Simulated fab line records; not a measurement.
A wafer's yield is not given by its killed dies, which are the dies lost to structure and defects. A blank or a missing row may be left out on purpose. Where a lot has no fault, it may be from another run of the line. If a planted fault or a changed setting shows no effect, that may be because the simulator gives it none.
Chamber matching || flow nand-harc || NHARC_P_CONTACT_CMP_24 on cmp-02 has 4 sister chambers
The step polishes, t overpolish 30 s, target thk 200 nm. 8 wafers are shown with their chamber, then 7 later ones without.

== WAFERS WITH THEIR CHAMBER ==
{"wafer": "L084.2", "chamber": 3, "motor-current-A (A)": 13.9, "time-to-endpoint-s (s)": 43.7}
{"wafer": "L084.4", "chamber": 0, "motor-current-A (A)": 11.0, "time-to-endpoint-s (s)": 42.6}
{"wafer": "L084.6", "chamber": 3, "motor-current-A (A)": 13.4, "time-to-endpoint-s (s)": 41.1}
{"wafer": "L086.3", "chamber": 1, "motor-current-A (A)": 10.0, "time-to-endpoint-s (s)": 43.1}
{"wafer": "L086.4", "chamber": 2, "motor-current-A (A)": 13.9, "time-to-endpoint-s (s)": 41.1}
{"wafer": "L086.6", "chamber": 0, "motor-current-A (A)": 10.8, "time-to-endpoint-s (s)": 44.6}
{"wafer": "L090.3", "chamber": 1, "motor-current-A (A)": 9.7, "time-to-endpoint-s (s)": 41.7}
{"wafer": "L090.4", "chamber": 2, "motor-current-A (A)": 13.7, "time-to-endpoint-s (s)": 37.8}

== WAFERS WITH NO CHAMBER GIVEN ==
{"wafer": "L090.5", "motor-current-A (A)": 10.9, "time-to-endpoint-s (s)": 40.7}
{"wafer": "L093.3", "motor-current-A (A)": 13.5, "time-to-endpoint-s (s)": 43.0}
{"wafer": "L093.4", "motor-current-A (A)": 11.0, "time-to-endpoint-s (s)": 42.2}
{"wafer": "L093.5", "motor-current-A (A)": 14.4, "time-to-endpoint-s (s)": 40.8}
{"wafer": "L097.3", "motor-current-A (A)": 13.2, "time-to-endpoint-s (s)": 40.6}
{"wafer": "L097.4", "motor-current-A (A)": 10.7, "time-to-endpoint-s (s)": 43.8}
{"wafer": "L097.6", "motor-current-A (A)": 10.7, "time-to-endpoint-s (s)": 40.8}

== WHICH CHAMBER EACH ONE RAN IN ==
{"wafer": "L090.5", "from the rows above": 0, "in truth": 0}
{"wafer": "L093.3", "from the rows above": "can't be placed: 3 or 2", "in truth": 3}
{"wafer": "L093.4", "from the rows above": 0, "in truth": 0}
{"wafer": "L093.5", "from the rows above": "can't be placed: 2 or 3", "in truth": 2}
{"wafer": "L097.3", "from the rows above": "can't be placed: 3 or 2", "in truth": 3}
{"wafer": "L097.4", "from the rows above": 0, "in truth": 0}
{"wafer": "L097.6", "from the rows above": "can't be placed: 0 or 1", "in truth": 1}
Correctly placed: 3 of 7. Cannot be placed on the basis of these rows: 4; the candidates contain the true chamber in 4. Number placed wrongly: 0.
How it was worked out, from the rows above alone: a wafer's distance from a chamber is the root of the sum, over the readings, of the square of ((its reading less the chamber's mean) divided by the reading's scatter). If the next closest chamber is less than 2 further off than the closest, the wafer can't be placed; otherwise it belongs to the closest. A chamber's mean is the mean of its shown wafers. The scatter is the square root of a quotient: the sum, over the shown wafers, of each reading's squared deviation from its chamber's mean, divided by wafers minus chambers.
